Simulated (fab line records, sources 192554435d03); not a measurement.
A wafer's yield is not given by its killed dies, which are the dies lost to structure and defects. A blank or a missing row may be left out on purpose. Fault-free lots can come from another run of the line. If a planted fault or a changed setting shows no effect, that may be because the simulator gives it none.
Chamber matching :: flow n5 finfet :: N5_DUMMY_REMOVAL_STRIP_10 on rie diel-03: 4 sister chambers
The step strips in N2/H2, time 40 s. 8 wafers are shown with their chamber, then 8 later ones without.

== WAFERS PAIRED WITH THEIR CHAMBERS ==
wafer: L080.2
chamber: 2
showerhead plenum p Torr (Torr): 3.51
throttle valve pct (%): 12.33

wafer: L082.2
chamber: 3
showerhead plenum p Torr (Torr): 3.36
throttle valve pct (%): 12.44

wafer: L084.3
chamber: 2
showerhead plenum p Torr (Torr): 3.50
throttle valve pct (%): 12.35

wafer: L084.4
chamber: 0
showerhead plenum p Torr (Torr): 3.58
throttle valve pct (%): 12.18

wafer: L086.2
chamber: 1
showerhead plenum p Torr (Torr): 3.39
throttle valve pct (%): 11.95

wafer: L086.4
chamber: 0
showerhead plenum p Torr (Torr): 3.57
throttle valve pct (%): 12.20

wafer: L086.5
chamber: 3
showerhead plenum p Torr (Torr): 3.36
throttle valve pct (%): 12.45

wafer: L090.3
chamber: 1
showerhead plenum p Torr (Torr): 3.38
throttle valve pct (%): 11.97

== WAFERS WITH NO CHAMBER GIVEN ==
wafer: L090.4
showerhead plenum p Torr (Torr): 3.50
throttle valve pct (%): 12.38

wafer: L090.6
showerhead plenum p Torr (Torr): 3.38
throttle valve pct (%): 11.97

wafer: L096.1
showerhead plenum p Torr (Torr): 3.35
throttle valve pct (%): 12.49

wafer: L096.2
showerhead plenum p Torr (Torr): 3.49
throttle valve pct (%): 12.42

wafer: L096.5
showerhead plenum p Torr (Torr): 3.35
throttle valve pct (%): 12.49

wafer: L097.1
showerhead plenum p Torr (Torr): 3.56
throttle valve pct (%): 12.23

wafer: L097.2
showerhead plenum p Torr (Torr): 3.35
throttle valve pct (%): 12.51

wafer: L097.4
showerhead plenum p Torr (Torr): 3.38
throttle valve pct (%): 11.99

== THE CHAMBER EACH PASSED THROUGH ==
wafer: L090.4
from the rows above: 2
in truth: 2

wafer: L090.6
from the rows above: 1
in truth: 1

wafer: L096.1
from the rows above: 3
in truth: 3

wafer: L096.2
from the rows above: 2
in truth: 2

wafer: L096.5
from the rows above: 3
in truth: 3

wafer: L097.1
from the rows above: 0
in truth: 0

wafer: L097.2
from the rows above: 3
in truth: 3

wafer: L097.4
from the rows above: 1
in truth: 1
Correct placement for 8 of the 8. Can't be placed from these rows: 0. 0 placed wrongly.
How it was worked out, from the rows above alone: a wafer's distance from a chamber is the root of the sum, over the readings, of the square of ((its reading less the chamber's mean) divided by the reading's scatter). The wafer belongs to the nearest chamber; if the next one is less than 2 further off, it can't be placed. The mean given for a chamber averages the wafers shown for that chamber. The scatter is the square root of a quotient: the sum, over the shown wafers, of each reading's squared deviation from its chamber's mean, divided by wafers minus chambers.
